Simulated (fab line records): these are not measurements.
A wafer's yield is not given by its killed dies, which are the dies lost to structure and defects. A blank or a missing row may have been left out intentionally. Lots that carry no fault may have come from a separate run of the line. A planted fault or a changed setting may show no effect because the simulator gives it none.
Lot-split experiment + flow n5_finfet + 7 lots, 21 wafers read, on a route of 1938 steps

## ON THE SPLIT
At N5_HKMG_FIN_HK_ALD_01 (deposits HfO2, target thk 1.6 nm, pulse time 3 s, purge time 3 s), the setting ald_cycles was moved away from the recipe's 30 on 5 of the 21 wafers read, by -13.3% to +13.3%. The other wafers ran this setting at the recipe's value.

## FROM THE SPLIT TO THE READING: what the file shows between them, 9 steps
- N5_HKMG_FIN_COAT_43: resist thk 90 nm (also split here: spin_rpm)
- N5_HKMG_FIN_EBR_45
- N5_HKMG_FIN_SOFTBAKE_44: time 60 s
- N5_HKMG_FIN_DESCUM_53: chemistry O2, time 7.9 s
- N5_HKMG_FIN_ETCH_54: etches SiARC in CF4, target depth 45.5 nm, time 75.8 s
- N5_HKMG_FIN_ETCH_55: etches SOC in N2/H2, target depth 240 nm, time 300 s
- N5_HKMG_FIN_STRIP_56: strips in N2/H2
- N5_HKMG_FIN_WET_ETCH_82: etches La2O3 in dHCl, stops on HfO2, target depth 2 nm, rinse time 30 s
- N5_HKMG_FIN_ALD_36: deposits TiN, target thk 1 nm, pulse time 1 s, purge time 3 s

## THE READING
HK_THK, in nm, at N5_HKMG_FIN_THK_MEAS_70 (measures by xrf). Fault-free wafers of this fab line usually give 1.569 nm, standard deviation 0.019 nm.

| wafer  | tool, chamber at the split | ald_cycles as run | against the recipe | HK_THK, nm | against lot-mates on the recipe |
|--------|----------------------------|-------------------|--------------------|------------|---------------------------------|
| L075.1 | ald_hk-03, 2,3             | 30                | recipe             | 1.556      | -                               |
| L075.3 | ald_hk-03, 2,3             | 30                | recipe             | 1.557      | -                               |
| L075.6 | ald_hk-03, 2               | 26                | -13.3%             | 1.350      | -0.206                          |
| L076.4 | ald_hk-03, 3,2,1           | 30                | recipe             | 1.571      | -                               |
| L076.5 | ald_hk-03, 3,2,1           | 30                | recipe             | 1.536      | -                               |
| L076.6 | ald_hk-03, 3,2,1           | 30                | recipe             | 1.544      | -                               |
| L078.2 | ald_hk-03, 1               | 34                | +13.3%             | 1.778      | +0.220                          |
| L078.3 | ald_hk-03, 2,3             | 30                | recipe             | 1.556      | -                               |
| L078.5 | ald_hk-03, 2,3             | 30                | recipe             | 1.561      | -                               |
| L082.1 | ald_hk-02, 0,3,2           | 30                | recipe             | 1.584      | -                               |
| L082.3 | ald_hk-02, 0,3,2           | 30                | recipe             | 1.570      | -                               |
| L082.4 | ald_hk-02, 0,3,2           | 30                | recipe             | 1.587      | -                               |
| L083.2 | ald_hk-03, 0,3             | 30                | recipe             | 1.574      | -                               |
| L083.4 | ald_hk-03, 3               | 26                | -13.3%             | 1.367      | -0.215                          |
| L083.6 | ald_hk-03, 0,3             | 30                | recipe             | 1.590      | -                               |
| L087.3 | ald_hk-02, 3,2,1           | 30                | recipe             | 1.571      | -                               |
| L087.5 | ald_hk-02, 3,2,1           | 30                | recipe             | 1.572      | -                               |
| L087.6 | ald_hk-02, 3,2,1           | 30                | recipe             | 1.571      | -                               |
| L089.2 | ald_hk-03, 0               | 30                | recipe             | 1.572      | -                               |
| L089.3 | ald_hk-03, 3,1             | 28                | -6.7%              | 1.464      | -0.108                          |
| L089.6 | ald_hk-03, 3,1             | 28                | -6.7%              | 1.451      | -0.121                          |
When a row names more than one chamber, that row covers several wafers, and the file does not tell which wafer ran in which chamber.

FIT RESULTS
A straight line over all 21 wafers: HK_THK changes by +0.0158 nm for each +1% of ald_cycles; r = +0.99; the points scatter about the line by 0.014 nm.
The same after taking each lot's own level away (the mean of its wafers on the recipe; 21 wafers): +0.0162 nm for each +1%; r = +1.00; scatter 0.0081 nm.
The reading moves by 0.22 nm for the largest change in ald_cycles, on that fit.
The span of the lots' own levels, 1.5503 to 1.5820 nm, comes to 1.7 times the standard deviation stated above.
Hence the lot-to-lot level has little effect on the slope; both slopes agree.
Check: with one of the wafers moved furthest among these (-13.3%) left out of the fit, the line predicts -0.22 nm for it against its lot-mates. Against them it came out at -0.206 nm.

## THE OTHER SPLITS THESE WAFERS WENT THROUGH
Note: prior to the reading, these wafers also went through further splits. Each is held against what the fit with the lots' levels taken away leaves over:
| other split on the same wafers            | wafers away from the commonest value | r with HK_THK (lot level and that fit taken away) |
|-------------------------------------------|--------------------------------------|---------------------------------------------------|
| N5_PMOS_HMC_CHANNEL_EPI_PEB_07 peb_time_s | 6                                    | +0.02                                             |
| N5_PMOS_HMC_CHANNEL_EPI_ETCH_38 bias_w    | 7                                    | +0.25                                             |
| N5_SD_EPI_N_COAT_33 spin_rpm              | 5                                    | +0.07                                             |
| N5_SD_EPI_N_DESCUM_14 time_s              | 7                                    | +0.05                                             |
| N5_SD_EPI_N_EPI_21 temp_c                 | 10                                   | +0.09                                             |
| N5_SD_EPI_P_COAT_34 temp_c                | 8                                    | -0.26                                             |
| N5_HKMG_FIN_COAT_43 spin_rpm              | 6                                    | +0.20                                             |

## THE FILE'S OWN FIT
HK_THK changes by +0.0161 nm for each +1% of ald_cycles, r = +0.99.
